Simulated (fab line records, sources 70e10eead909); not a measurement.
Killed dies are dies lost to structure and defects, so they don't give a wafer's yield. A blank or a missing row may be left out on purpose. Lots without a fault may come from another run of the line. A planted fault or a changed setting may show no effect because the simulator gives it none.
fab line records | flow nand_harc | part 2 of 2: steps 28 to 38 of 38
record lots=5 wafers=15 last_day=23
route steps=1159 shown P_M1@309 P_M2@318
lots that met no fault: from a run of the same line without faults
start_h: hours from the record's first day to the start of the lot's first wafer shown | wait_h: hours since the lot's step before | " the same as in the row above | L1.1+2: a row that stands for several wafers | - no value, or no start given | * or withheld: withheld | < > ~ a bound
route shown NAME@n: a module of which the file shows steps, and the number in the route of the first | usual: mean/standard deviation of fault-free wafers | same: alike in all rows | chamber/n: place in a boat | sites: the reading at each site | _std_site: their standard deviation | _edge_site: outer sites' mean less inner sites' | radius_mm: how far each site lies from the wafer's centre | mask NAME#n: copy n | behind: the tool/chamber that last shaped the wafer | hold: why the lot was held/for how many hours/how that ended | device: the transistor (n, p or np) that didn't switch | end of line: the same wafers' tests at the end of the route | a step without rows: its recipe alone | killed: dies lost to structure and defects at the first sort, not the wafer's yield | map: a wafer's dies, x killed, . not, _ none there
set.NAME: the setting as run; set.NAME@STEP: as run at that earlier step | model.NAME: the simulator's own value behind a step, which no gauge read
lots at some steps of the route; a table a step, a row a wafer
services: from which hour (start_h, from the record's first day; less than 0 if before it) a tool's chamber was out of use, for how many hours, and why
## steps
# step NHARC_P_M2_STRIP_19
# recipe time_s=600 temp_c=30 chemistry=post_etch_residue_remover
# usual bath_heat_duty_pct=12.8/1.2
# columns lot.wafer tool chamber start_h wait_h bath_heat_duty_pct
L075.4 wet_bench-08 2 142.83 - 14.4
L075.5 " 4 " " 13.1
L075.2 " 6 " " 14.9
L077.2 wet_bench-10 4 148.25 - 13.3
L077.3 " 7 " " 14.3
L077.5 " 1 " " 13.1
L089.3 wet_bench-10 2 221.58 - 14.5
L089.2 " 4 " " 12.8
L089.5 " 6 " " 11.3
L093.1 wet_bench-10 0 236.64 - 11.8
L093.6 " 3 " " 15.4
L093.5 " 4 " " 13.3
L092.2 wet_bench-10 7 237.39 - 14.4
L092.1 " 1 " " 11.8
L092.5 " 2 " " 12.5
# step NHARC_P_M2_DEGAS_29
# recipe temp_c=250 time_s=60
# usual heater_power_w=342/27
# columns lot.wafer tool chamber start_h wait_h heater_power_w
L075.2 pvd_sputter-01 - 143.11 - 310
L075.4 " - " " 330
L075.5 " - " " 318
L077.2 pvd_sputter-02 - 148.53 - 308
L077.3 " - " " 332
L077.5 " - " " 304
L089.2 pvd_sputter-01 - 221.86 - 298
L089.3 " - " " 310
L089.5 " - " " 350
L093.1 pvd_sputter-03 - 236.93 - 375
L093.5 " - " " 381
L093.6 " - " " 382
L092.2 pvd_sputter-01 - 237.66 - 342
L092.1 " - " " 315
L092.5 " - " " 322
# step NHARC_P_M2_PRE_CLEAN_30
# recipe time_s=30 temp_c=280 gas=H2/He
# usual heater_power_w=420/34
# columns lot.wafer tool chamber start_h wait_h heater_power_w
L075.2 pvd_sputter-01 - - - 394
L075.4 " - " " 388
L075.5 " - " " 384
L077.3 pvd_sputter-02 - - - 432
L077.2 " - " " 384
L077.5 " - " " 413
L089.3 pvd_sputter-01 - - - 378
L089.2 " - " " 372
L089.5 " - " " 417
L093.1 pvd_sputter-03 - - - 468
L093.6 " - " " 452
L093.5 " - " " 457
L092.1 pvd_sputter-01 - - - 418
L092.2 " - " " 394
L092.5 " - " " 401
# step NHARC_P_M2_PVD_20
# recipe target_thk_a=50 bias_v=168.6 power_w=15000 chamber_pressure_pa=0.12 time_s=8.06 substrate_temp_c=50 material=TaN
# usual throttle_valve_pct=30.2/0.85
# columns lot.wafer tool chamber start_h wait_h throttle_valve_pct
L075.2 pvd_sputter-01 - - - 30.7
L075.4 " - " " 30.6
L075.5 " - " " 29.7
L077.2 pvd_sputter-02 - - - 29.0
L077.3 " - " " 30.8
L077.5 " - " " 30.7
L089.3 pvd_sputter-01 - - - 29.5
L089.2 " - " " 31.0
L089.5 " - " " 29.7
L093.1 pvd_sputter-03 - - - 30.5
L093.6 " - " " 28.3
L093.5 " - " " 31.1
L092.2 pvd_sputter-01 - - - 29.5
L092.1 " - " " 31.2
L092.5 " - " " 29.7
# step NHARC_P_M2_PVD_21
# recipe target_thk_a=300 chamber_pressure_pa=5 power_w=5000 substrate_temp_c=30 time_s=20.49 material=Cu
# usual throttle_valve_pct=30.3/0.79
# columns lot.wafer tool chamber start_h wait_h throttle_valve_pct
L075.4 pvd_sputter-01 - - - 30.5
L075.2 " - " " 30.0
L075.5 " - " " 30.7
L077.2 pvd_sputter-02 - - - 30.6
L077.3 " - " " 29.2
L077.5 " - " " 30.6
L089.2 pvd_sputter-01 - - - 29.8
L089.3 " - " " 30.7
L089.5 " - " " 31.1
L093.1 pvd_sputter-03 - - - 31.2
L093.5 " - " " 30.2
L093.6 " - " " 30.6
L092.2 pvd_sputter-01 - - - 30.8
L092.1 " - " " 31.1
L092.5 " - " " 29.7
# step NHARC_P_M2_ECD_22
# recipe target_thk_a=4000 bath_temp_c=25 material=Cu
# usual bath_heat_duty_pct=6.1/0.81
# columns lot.wafer tool chamber start_h wait_h bath_heat_duty_pct
L075.2 ecd_cu-01 1 143.52 - 6.5
L075.4 " 1 " " 7.1
L075.5 " 1 " " 6.8
L077.2 ecd_cu-01 0 148.93 - 5.6
L077.3 " 0 " " 5.8
L077.5 " 1 " " 6.2
L089.2 ecd_cu-02 0 222.28 - 5.5
L089.3 " 0 " " 5.7
L089.5 " 0 " " 7.1
L093.1 ecd_cu-02 0 237.27 - 6.3
L093.6 " 0 " " 5.8
L093.5 " 1 " " 7.0
L092.1 ecd_cu-01 1 238.02 - 5.5
L092.2 " 0 " " 4.5
L092.5 " 0 " " 5.7
# step NHARC_P_M2_ANNEAL_31
# recipe temp_c=225 time_s=90
# usual anneal_temp_c_max=225.75/0.22 wafer_temp_C_max=225.9/0.33
# columns lot.wafer tool chamber start_h wait_h anneal_temp_c_max wafer_temp_C_max
L075.2 rtp_anneal-01 0 143.89 - 225.85 226.2
L075.4 " 0 " " 225.50 226.3
L075.5 " 0 " " 226.10 226.0
L077.2 rtp_anneal-02 0 149.31 - 225.62 225.6
L077.3 " 0 " " 225.77 225.8
L077.5 " 0 " " 225.85 225.6
L089.2 rtp_anneal-02 0 222.73 - 225.49 225.6
L089.3 " 0 " " 225.30 225.9
L089.5 " 0 " " 225.59 225.9
L093.1 rtp_anneal-01 0 237.65 - 225.79 226.3
L093.5 " 0 " " 225.64 225.7
L093.6 " 0 " " 225.84 225.9
L092.1 rtp_anneal-02 0 238.50 0.4 225.70 225.4
L092.2 " 0 " " 225.47 225.7
L092.5 " 0 " " 225.92 225.7
# step NHARC_P_M2_CMP_23
# recipe t_overpolish_s=20 target_thk_nm=144.3
# usual motor_current_A=11.7/1.1 time_to_endpoint_s=29/3.8
# columns lot.wafer tool chamber start_h wait_h motor_current_A time_to_endpoint_s
L075.4 cmp-01 1 144.22 - 11.2 27
L075.2 " 3 " " 12.7 36
L075.5 " 1 " " 12.0 30
L077.2 cmp-01 3 149.60 - 12.9 33
L077.3 " 0 " " 11.5 30
L077.5 " 3 " " 13.1 33
L089.3 cmp-02 3 223.02 - 11.7 29
L089.2 " 2 " " 9.8 29
L089.5 " 3 " " 11.6 30
L093.1 cmp-04 3 238.08 - 11.1 31
L093.6 " 0 " " 13.0 34
L093.5 " 1 " " 10.4 35
L092.2 cmp-04 3 238.87 - 10.4 25
L092.1 " 0 " " 13.8 31
L092.5 " 3 " " 10.6 26
# step NHARC_P_M2_THK_MEAS_24
# recipe thk_meas_gauge=xrf
# usual thk_nm=144.2/1.7
# columns lot.wafer tool chamber start_h wait_h thk_nm
L075.2 film_metro-01 - 144.50 - 145.7
L075.4 " - " " 142.8
L075.5 " - " " 142.6
L077.2 film_metro-01 - 149.92 - 145.7
L077.3 " - " " 145.6
L077.5 " - " " 147.3
L089.2 film_metro-01 - 223.35 - 143.3
L089.3 " - " " 144.2
L089.5 " - " " 146.8
L093.1 film_metro-02 - 238.31 - 142.3
L093.5 " - " " 145.1
L093.6 " - " " 144.3
L092.1 film_metro-01 - 239.16 - 145.7
L092.2 " - " " 141.4
L092.5 " - " " 143.0
# step NHARC_P_M2_SRD_25
# columns lot.wafer tool chamber start_h wait_h
L075.2+5+4 wet_bench-08 3,5,0 144.54 0.0
L077.5+3+2 wet_bench-10 1,2,4 149.97 0.0
L089.3+5+2 wet_bench-10 7,0,1 223.39 0.0
L093.5+6+1 wet_bench-10 0,2,3 238.35 0.0
L092.5+1+2 wet_bench-10 2,6,7 239.20 0.0
# step NHARC_P_M2_INSPECT_27
# usual raw_defect_count=310/97
# columns lot.wafer tool chamber start_h wait_h raw_defect_count
L075.2 defect_inspect-02 - 144.66 0.0 250
L075.4 " - " " 291
L075.5 " - " " 223
L077.2 defect_inspect-02 - 150.08 0.0 293
L077.3 " - " " 295
L077.5 " - " " 171
L089.2 defect_inspect-02 - 223.50 0.0 348
L089.3 " - " " 404
L089.5 " - " " 319
L093.1 defect_inspect-02 - 238.46 0.0 382
L093.5 " - " " 306
L093.6 " - " " 470
L092.1 defect_inspect-02 - 239.31 0.0 287
L092.2 " - " " 231
L092.5 " - " " 270
## services
# columns tool chamber start_h hours kind
litho_track-06 - 117.00 7.0 pm
cmp-02 - 129.49 4.0 pm
rie_diel-09 0 138.91 27.4 repair
litho_track-04 - 141.00 7.0 pm
ecd_cu-01 - 151.69 2.7 repair
cmp-02 - 155.45 0.8 repair
pvd_sputter-01 - 158.00 10.0 pm
pecvd-01 0 162.30 10.5 repair
rie_diel-09 1 165.45 4.5 repair
ecd_cu-02 - 174.00 6.1 repair
pvd_sputter-01 - 175.58 8.5 repair
rie_diel-09 0 176.42 9.6 repair
cmp-02 - 177.20 1.7 repair
rie_diel-04 2 178.98 4.3 repair
ecd_cu-02 - 180.11 8.0 pm
pecvd-01 2 182.47 6.4 repair
pvd_sputter-03 - 184.24 3.6 repair
rie_diel-09 0 189.71 8.1 repair
cmp-04 - 203.00 4.0 pm
pvd_sputter-03 - 204.25 5.1 repair
cmp-02 - 206.83 2.4 repair
ecd_cu-02 - 211.44 1.6 repair
pvd_sputter-02 - 214.06 10.0 pm
rie_diel-09 0 236.87 25.4 repair
